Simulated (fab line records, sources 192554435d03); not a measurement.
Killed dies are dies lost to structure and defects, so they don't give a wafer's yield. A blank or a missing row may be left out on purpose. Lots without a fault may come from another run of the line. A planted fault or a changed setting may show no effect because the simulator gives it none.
Split-lot experiment | flow n5_finfet | 7 lots, 21 wafers read, on a route of 1938 steps

THE SPLIT
At N5_BEOL_M0_SAQP_PECVD_96 (deposits a-Si from SiH4/He, target thk 45 nm, time 45.2 s), the setting time_s was moved away from the recipe's 45.2 s on 5 of the 21 wafers read, by -5.0% to +7.3%. The other wafers ran this setting at the recipe's value.

FROM THE SPLIT TO THE READING: what the file shows between them, 8 steps
- N5_BEOL_M0_SAQP_PECVD_97: deposits SiNx from SiH4/NH3/N2, target thk 23 nm, time 19.9 s
- N5_BEOL_M0_SAQP_PECVD_04: deposits a-Si from SiH4/He, target thk 60 nm, time 60.2 s
- N5_BEOL_M0_SAQP_ETCH_101: etches SiNx in CH3F/O2, target depth 29.9 nm, time 42.7 s
- N5_BEOL_M0_SAQP_ETCH_102: etches SiO2 in CF4, target depth 4 nm, time 4.4 s
- N5_BEOL_M0_SAQP_MANDREL_ETCH_103: etches a-Si in HBr/Cl2, stops on SiCN, target depth 45 nm, bt time 10 s, time 27 s
- N5_BEOL_M0_SAQP_RECESS_104: chemistry HF/NH3, target SiO2, target depth 18 nm, afs cycles 3, sublimation time 60 s
- N5_BEOL_M0_SAQP_COAT_105: time 60 s, resist thk 100 nm
- N5_BEOL_M0_SAQP_ETCH_106: etches SOC in N2/H2, stops on SiNx, target depth 150 nm

THE READING
a-Si_of_BEOL_M0_SAQP_PECVD_96.thk_nm (the simulator's own value, which no gauge read), in nm, at N5_BEOL_M0_SAQP_ETCH_107 (etches SiNx in CH3F/O2, target depth 30 nm). The file gives no usual value for it. The 16 wafers here that ran the recipe average 44.2 nm, standard deviation 0.59 nm.

wafer  | tool, chamber at the split | time_s as run, s | against the recipe | a-Si_of_BEOL_M0_SAQP_PECVD_96.thk_nm, nm | against lot-mates on the recipe
L074.2 | pecvd-02, 0                | 48.49            | +7.3%              | 46.6                                     | +2.5
L074.3 | pecvd-02, 2                | 45.2             | recipe             | 43.6                                     | -
L074.5 | pecvd-02, 1                | 45.2             | recipe             | 44.6                                     | -
L076.1 | pecvd-02, 2                | 45.2             | recipe             | 44                                       | -
L076.4 | pecvd-02, 0                | 48.27            | +6.8%              | 47.8                                     | +3.6
L076.6 | pecvd-02, 1                | 45.2             | recipe             | 44.4                                     | -
L077.1 | pecvd-04, 0                | 45.2             | recipe             | 44                                       | -
L077.3 | pecvd-04, 2                | 45.2             | recipe             | 43.8                                     | -
L077.5 | pecvd-04, 0                | 45.2             | recipe             | 45.2                                     | -
L082.2 | pecvd-03, 2                | 45.2             | recipe             | 44                                       | -
L082.3 | pecvd-03, 0                | 45.2             | recipe             | 44.6                                     | -
L082.6 | pecvd-03, 1                | 45.2             | recipe             | 45.2                                     | -
L086.1 | pecvd-04, 1,0              | 45.2             | recipe             | 43.6                                     | -
L086.2 | pecvd-04, 1,0              | 45.2             | recipe             | 43.6                                     | -
L086.5 | pecvd-04, 1                | 48.35            | +7.0%              | 47.8                                     | +4.2
L091.1 | pecvd-02, 1,0              | 45.2             | recipe             | 43.6                                     | -
L091.2 | pecvd-02, 1,0              | 45.2             | recipe             | 43.6                                     | -
L091.6 | pecvd-02, 0                | 45.2             | recipe             | 44.4                                     | -
L097.1 | pecvd-02, 1                | 42.93            | -5.0%              | 41.6                                     | -3.6
L097.4 | pecvd-02, 1                | 45.2             | recipe             | 45.2                                     | -
L097.5 | pecvd-02, 2                | 42.93            | -5.0%              | 43.2                                     | -2.0
Where a row lists several chambers, the file gives one row for several wafers and doesn't say which wafer went through which chamber.

THE FIT
A straight line over all 21 wafers: a-Si_of_BEOL_M0_SAQP_PECVD_96.thk_nm changes by +0.425 nm for each +1% of time_s; r = +0.90; the points scatter about the line by 0.66 nm.
The same after taking each lot's own level away (the mean of its wafers on the recipe; 21 wafers): +0.507 nm for each +1%; r = +0.94; scatter 0.57 nm.
On that fit, the largest move of time_s shifts the reading by 3.7 nm.
The lots' own levels span 43.60 to 45.20 nm, that is 2.7 times the standard deviation above.
So the lot-to-lot level changes the slope: the two fits differ.
Check: with one of the wafers moved furthest among these (+7.3%) left out of the fit, the line predicts +4.11 nm for it against its lot-mates. It came out at +2.5 nm against them.

OTHER SPLITS ON THESE WAFERS
These wafers also went through other splits before the reading. Each is held against what the fit with the lots' levels taken away leaves over:
other split on the same wafers           | wafers away from the commonest value | r with a-Si_of_BEOL_M0_SAQP_PECVD_96.thk_nm (lot level and that fit taken away)
N5_HKMG_FIN_ETCH_54 source_w             | 7                                    | +0.31
N5_HKMG_FIN_PEB_10 peb_time_s            | 6                                    | -0.03
N5_HKMG_FIN_DEVELOP_11 develop_time_s    | 6                                    | +0.10
N5_MOL_CONTACT_COAG_COAT_75 spin_rpm     | 7                                    | -0.59
N5_MOL_CONTACT_COAG_CVD_140 target_thk_a | 5                                    | +0.02

THE WHOLE CHAIN: every reading that the file lists as answering this split, in the file's order
step                             | what it does                                                                       | reading                                                                               | change (the file's fit)               | r (the file's)
N5_BEOL_M0_SAQP_PECVD_96         | deposits a-Si from SiH4/He, target thk 45 nm, time 45.2 s                          | a-Si_of_BEOL_M0_SAQP_PECVD_96.thk_nm (the simulator's own value, which no gauge read) | +0.492 nm for each +1% of the setting | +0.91
N5_BEOL_M0_SAQP_MANDREL_ETCH_103 | etches a-Si in HBr/Cl2, stops on SiCN, target depth 45 nm, bt time 10 s, time 27 s | etch.depth_nm (the simulator's own value, which no gauge read)                        | +0.488 nm for each +1% of the setting | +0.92
N5_BEOL_M0_SAQP_ETCH_107         | etches SiNx in CH3F/O2, target depth 30 nm                                         | a-Si_of_BEOL_M0_SAQP_PECVD_96.thk_nm (the simulator's own value, which no gauge read) | +0.497 nm for each +1% of the setting | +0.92

THE FILE'S OWN FIT
a-Si_of_BEOL_M0_SAQP_PECVD_96.thk_nm changes by +0.497 nm for each +1% of time_s, r = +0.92.
